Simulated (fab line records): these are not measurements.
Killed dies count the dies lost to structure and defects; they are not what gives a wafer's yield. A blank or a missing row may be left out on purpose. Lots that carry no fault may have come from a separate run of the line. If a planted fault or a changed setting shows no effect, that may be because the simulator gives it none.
Which tool was responsible? || flow n5-finfet || 12 lots, 36 wafers sampled, at 5 steps of a route of 1938

WHAT THE GAUGES READ, wafer by wafer
N5_DUMMY_GATE_OVL_MEAS_16.
{"lot": "L075", "measured": "day 3 05:37", "on": "overlay-02", "GATE_OVL (nm)": "-0.1 -1.1 -1.8"}
{"lot": "L077", "measured": "day 3 16:31", "on": "overlay-02", "GATE_OVL (nm)": "0.8 1.2 -0.1"}
{"lot": "L079", "measured": "day 4 02:14", "on": "overlay-02", "GATE_OVL (nm)": "-0.8 -1.4 -0.1"}
{"lot": "L081", "measured": "day 4 15:08", "on": "overlay-02", "GATE_OVL (nm)": "0.1 0.3 0.4"}
{"lot": "L083", "measured": "day 5 10:13", "on": "overlay-01", "GATE_OVL (nm)": "0.4 -0.6 0.8"}
{"lot": "L085", "measured": "day 5 20:17", "on": "overlay-02", "GATE_OVL (nm)": "-0.5 0.5 0.0"}
{"lot": "L087", "measured": "day 6 03:44", "on": "overlay-01", "GATE_OVL (nm)": "-0.8 -0.2 -0.5"}
{"lot": "L089", "measured": "day 6 16:48", "on": "overlay-01", "GATE_OVL (nm)": "-0.6 -0.2 0.2"}
{"lot": "L091", "measured": "day 7 03:00", "on": "overlay-02", "GATE_OVL (nm)": "-1.3 -1.5 -0.4"}
{"lot": "L093", "measured": "day 7 16:52", "on": "overlay-01", "GATE_OVL (nm)": "-0.7 -0.9 -0.5"}
{"lot": "L095", "measured": "day 8 03:31", "on": "overlay-01", "GATE_OVL (nm)": "0.2 0.0 -0.3"}
{"lot": "L097", "measured": "day 8 15:09", "on": "overlay-01", "GATE_OVL (nm)": "-0.3 -1.2 -0.8"}

WHICH TOOL RAN EACH LOT (tool, then ch and the chambers of the sampled wafers, then the start)
{"lot": "L075", "N5_FIN_SAQP_PECVD_48": "pecvd-02 ch 0,1, day 2 03:42", "N5_FIN_SAQP_DESCUM_21": "rie-diel-01 ch 1,2, day 2 04:27", "N5_FIN_CUT_DESCUM_13": "rie-diel-02 ch 1,2,3, day 2 10:22", "N5_DUMMY_GATE_ALD_02": "ald-sin-04 ch 1,2, day 2 21:04"}
{"lot": "L077", "N5_FIN_SAQP_PECVD_48": "pecvd-02 ch 0,1, day 2 15:55", "N5_FIN_SAQP_DESCUM_21": "rie-diel-01 ch 0,3, day 2 16:33", "N5_FIN_CUT_DESCUM_13": "rie-diel-02 ch 0,1, day 2 21:14", "N5_DUMMY_GATE_ALD_02": "ald-sin-04 ch 1,2, day 3 07:59"}
{"lot": "L079", "N5_FIN_SAQP_PECVD_48": "pecvd-02 ch 0,1, day 3 02:31", "N5_FIN_SAQP_DESCUM_21": "rie-diel-06 ch 2,3, day 3 03:19", "N5_FIN_CUT_DESCUM_13": "rie-diel-02 ch 1,3, day 3 07:53", "N5_DUMMY_GATE_ALD_02": "ald-sin-04 ch 0,2, day 3 17:46"}
{"lot": "L081", "N5_FIN_SAQP_PECVD_48": "pecvd-02 ch 0,1, day 3 15:02", "N5_FIN_SAQP_DESCUM_21": "rie-diel-03 ch 0,1,3, day 3 15:38", "N5_FIN_CUT_DESCUM_13": "rie-diel-02 ch 0,1,3, day 3 20:21", "N5_DUMMY_GATE_ALD_02": "ald-sin-04 ch 1,3, day 4 06:43"}
{"lot": "L083", "N5_FIN_SAQP_PECVD_48": "pecvd-03 ch 0,1,2, day 4 03:40", "N5_FIN_SAQP_DESCUM_21": "rie-diel-01 ch 0,1,2, day 4 04:22", "N5_FIN_CUT_DESCUM_13": "rie-diel-04 ch 0,2,3, day 4 10:21", "N5_DUMMY_GATE_ALD_02": "ald-sin-01 ch 0,2,3, day 4 21:50"}
{"lot": "L085", "N5_FIN_SAQP_PECVD_48": "pecvd-03 ch 0,1,2, day 4 15:55", "N5_FIN_SAQP_DESCUM_21": "rie-diel-01 ch 1,2,3, day 4 16:38", "N5_FIN_CUT_DESCUM_13": "rie-diel-04 ch 1,3, day 4 22:58", "N5_DUMMY_GATE_ALD_02": "ald-sin-02 ch 1,2, day 5 09:53"}
{"lot": "L087", "N5_FIN_SAQP_PECVD_48": "pecvd-03 ch 0,1,2, day 5 03:02", "N5_FIN_SAQP_DESCUM_21": "rie-diel-06 ch 0,2, day 5 03:44", "N5_FIN_CUT_DESCUM_13": "rie-diel-02 ch 0,1, day 5 08:50", "N5_DUMMY_GATE_ALD_02": "ald-sin-02 ch 0,2,3, day 5 19:06"}
{"lot": "L089", "N5_FIN_SAQP_PECVD_48": "pecvd-03 ch 0,1,2, day 5 15:38", "N5_FIN_SAQP_DESCUM_21": "rie-diel-03 ch 1,2, day 5 17:08", "N5_FIN_CUT_DESCUM_13": "rie-diel-04 ch 1,2,3, day 5 22:05", "N5_DUMMY_GATE_ALD_02": "ald-sin-04 ch 1,2, day 6 08:13"}
{"lot": "L091", "N5_FIN_SAQP_PECVD_48": "pecvd-02 ch 0,1,2, day 6 02:56", "N5_FIN_SAQP_DESCUM_21": "rie-diel-03 ch 0,2, day 6 03:47", "N5_FIN_CUT_DESCUM_13": "rie-diel-02 ch 0,1,3, day 6 08:29", "N5_DUMMY_GATE_ALD_02": "ald-sin-01 ch 0,2, day 6 18:29"}
{"lot": "L093", "N5_FIN_SAQP_PECVD_48": "pecvd-02 ch 0,1,2, day 6 15:41", "N5_FIN_SAQP_DESCUM_21": "rie-diel-01 ch 1,2, day 6 16:23", "N5_FIN_CUT_DESCUM_13": "rie-diel-02 ch 2,3, day 6 22:20", "N5_DUMMY_GATE_ALD_02": "ald-sin-04 ch 0,1,3, day 7 08:15"}
{"lot": "L095", "N5_FIN_SAQP_PECVD_48": "pecvd-03 ch 0,2, day 7 03:46", "N5_FIN_SAQP_DESCUM_21": "rie-diel-01 ch 0,2,3, day 7 04:35", "N5_FIN_CUT_DESCUM_13": "rie-diel-02 ch 2,3, day 7 09:13", "N5_DUMMY_GATE_ALD_02": "ald-sin-02 ch 0,2,3, day 7 18:58"}
{"lot": "L097", "N5_FIN_SAQP_PECVD_48": "pecvd-02 ch 0,1,2, day 7 15:14", "N5_FIN_SAQP_DESCUM_21": "rie-diel-01 ch 0,1, day 7 15:50", "N5_FIN_CUT_DESCUM_13": "rie-diel-05 ch 0,2,3, day 7 20:35", "N5_DUMMY_GATE_ALD_02": "ald-sin-04 ch 0,2, day 8 06:43"}
- N5_FIN_SAQP_PECVD_48: deposits SiNx from SiH4/NH3/N2, target thk 25 nm, time 22.1 s.
- N5_FIN_SAQP_DESCUM_21: chemistry O2, time 7.9 s.
- N5_FIN_CUT_DESCUM_13: chemistry O2, time 7 s.
- N5_DUMMY_GATE_ALD_02: deposits SiO2, target thk 2 nm, pulse time 1 s.

THE ANSWER, worked out from the rows above alone
Rule: the usual values come from the lots themselves. Put in order of their means at a reading, lots are off if they are a third of the lots or fewer, leave a main group of 4 or more, and stand apart from it by a gap of 3 or more times the standard deviation of the main group's means; of several such gaps the widest counts. Not used: any main group whose means are identical at the precision the tables above print for the reading. A lot without any number at a reading at which 4 lots or more have one is off too. All remaining lots with rows at the step are treated as sound.
No lot is off on any of the readings shown, so nothing can be concluded from this.

WHAT WAS PUT IN BY THE SIMULATOR
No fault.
